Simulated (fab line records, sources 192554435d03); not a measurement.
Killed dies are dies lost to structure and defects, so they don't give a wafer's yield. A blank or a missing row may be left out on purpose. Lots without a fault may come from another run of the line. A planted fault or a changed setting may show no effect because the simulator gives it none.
Split-lot experiment | flow n5_finfet | 7 lots, 39 wafers read, on a route of 1938 steps

THE SPLIT
At N5_BEOL_M1_TRENCH_ETCH_37 (etches SiOC in C4F6/O2, target depth 55.207 nm, time 29 s), the setting time_s was moved away from the recipe's 29 s on 9 of the 39 wafers read, by -43.9% to +56.0%. The other wafers ran this setting at the recipe's value.

FROM THE SPLIT TO THE READING: what the file shows between them, 2 steps
- N5_BEOL_M1_ETCH_41: etches SiCN in CH3F/O2, target depth 31.9 nm, time 57.8 s
- N5_BEOL_M1_STRIP_97: strips in N2/H2, time 10 s

THE READING
trench_depth_nm, in nm, at N5_BEOL_M1_OCD_MEAS_38. Fault-free wafers of this fab line usually give 55.5 nm, standard deviation 1.2 nm.

wafer  | tool, chamber at the split | time_s as run, s | against the recipe | trench_depth_nm, nm | against lot-mates on the recipe
L083.1 | rie_diel-05, 1             | 29               | recipe             | 52.3                | -
L083.2 | rie_diel-05, 2             | 29               | recipe             | 54.3                | -
L083.3 | rie_diel-05, 0             | 29               | recipe             | 54.9                | -
L083.4 | rie_diel-05, 3             | 29               | recipe             | 54.4                | -
L083.5 | rie_diel-05, 3             | 29               | recipe             | 55.4                | -
L083.6 | rie_diel-05, 0             | 29               | recipe             | 56.2                | -
L086.1 | rie_diel-04, 1             | 19.88            | -31.4%             | 36.9                | -17.7
L086.2 | rie_diel-04, 0             | 19.88            | -31.4%             | 37.8                | -16.8
L086.3 | rie_diel-04, 3             | 19.88            | -31.4%             | 36.8                | -17.8
L086.4 | rie_diel-04, 2             | 29               | recipe             | 55.7                | -
L086.5 | rie_diel-04, 3             | 29               | recipe             | 53.5                | -
L086.6 | rie_diel-04, 0             | 29               | recipe             | 54.7                | -
L089.1 | rie_diel-05, 1             | 29               | recipe             | 52.9                | -
L089.2 | rie_diel-05, 0             | 29               | recipe             | 55.2                | -
L089.3 | rie_diel-05, 2             | 29               | recipe             | 54.6                | -
L089.4 | rie_diel-05, 3             | 29               | recipe             | 55.0                | -
L089.5 | rie_diel-05, 2             | 29               | recipe             | 54.3                | -
L089.6 | rie_diel-05, 1             | 29               | recipe             | 53.2                | -
L088.1 | rie_diel-03, 0             | 29               | recipe             | 55.0                | -
L088.2 | rie_diel-03, 2             | 16.28            | -43.9%             | 31.6                | -23.2
L088.3 | rie_diel-03, 3             | 16.28            | -43.9%             | 32.2                | -22.6
L088.4 | rie_diel-03, 1             | 29               | recipe             | 55.1                | -
L088.5 | rie_diel-03, 0             | 29               | recipe             | 54.4                | -
L088.6 | rie_diel-03, 1             | 16.28            | -43.9%             | 31.2                | -23.6
L095.1 | rie_diel-03, 2             | 29               | recipe             | 56.1                | -
L095.2 | rie_diel-03, 3             | 29               | recipe             | 56.6                | -
L095.3 | rie_diel-03, 0             | 29               | recipe             | 55.0                | -
L095.4 | rie_diel-03, 1             | 29               | recipe             | 54.4                | -
L095.5 | rie_diel-03, 2             | 29               | recipe             | 57.1                | -
L095.6 | rie_diel-03, 3             | 29               | recipe             | 56.5                | -
L094.1 | rie_diel-04, 3             | 45.24            | +56.0%             | 85.3                | +30.6
L094.2 | rie_diel-04, 0             | 45.24            | +56.0%             | 86.6                | +31.9
L094.3 | rie_diel-04, 1             | 29               | recipe             | 54.0                | -
L094.4 | rie_diel-04, 0             | 45.24            | +56.0%             | 86.8                | +32.1
L094.5 | rie_diel-04, 3             | 29               | recipe             | 56.2                | -
L094.6 | rie_diel-04, 1             | 29               | recipe             | 54.0                | -
L097.2 | rie_diel-04, 0             | 29               | recipe             | 56.4                | -
L097.3 | rie_diel-04, 1             | 29               | recipe             | 53.1                | -
L097.6 | rie_diel-04, 0             | 29               | recipe             | 56.6                | -

THE FIT
A straight line over all 39 wafers: trench_depth_nm changes by +0.551 nm for each +1% of time_s; r = +1.00; the points scatter about the line by 1.2 nm.
The same after taking each lot's own level away (the mean of its wafers on the recipe; 39 wafers): +0.551 nm for each +1%; r = +1.00; scatter 1 nm.
On that fit, the largest move of time_s shifts the reading by 31 nm.
The lots' own levels span 54.20 to 55.95 nm, that is 1.5 times the standard deviation above.
So the lot-to-lot level changes the slope little: the two slopes agree.
Check: with one of the wafers moved furthest among these (+56.0%) left out of the fit, the line predicts +31.1 nm for it against its lot-mates. It came out at +30.6 nm against them.

THE WHOLE CHAIN: every reading that the file lists as answering this split, in the file's order
step                      | what it does                                              | reading                                                                          | change (the file's fit)                | r (the file's)
N5_BEOL_M1_TRENCH_ETCH_37 | etches SiOC in C4F6/O2, target depth 55.207 nm, time 29 s | etch.depth_nm (the simulator's own value, which no gauge read)                   | +0.559 nm for each +1% of the setting  | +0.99
N5_BEOL_M1_TRENCH_ETCH_37 | etches SiOC in C4F6/O2, target depth 55.207 nm, time 29 s | BEOL_M1.feature_depth_nm (the simulator's own value, which no gauge read)        | +0.56 nm for each +1% of the setting   | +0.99
N5_BEOL_M1_TRENCH_ETCH_37 | etches SiOC in C4F6/O2, target depth 55.207 nm, time 29 s | TiN_of_BEOL_M1_HM_DEP_02.thk_nm (the simulator's own value, which no gauge read) | -0.0249 nm for each +1% of the setting | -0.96
N5_BEOL_M1_OCD_MEAS_38    |                                                           | trench_depth_nm                                                                  | +0.55 nm for each +1% of the setting   | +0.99

THE FILE'S OWN FIT
trench_depth_nm changes by +0.55 nm for each +1% of time_s, r = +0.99.
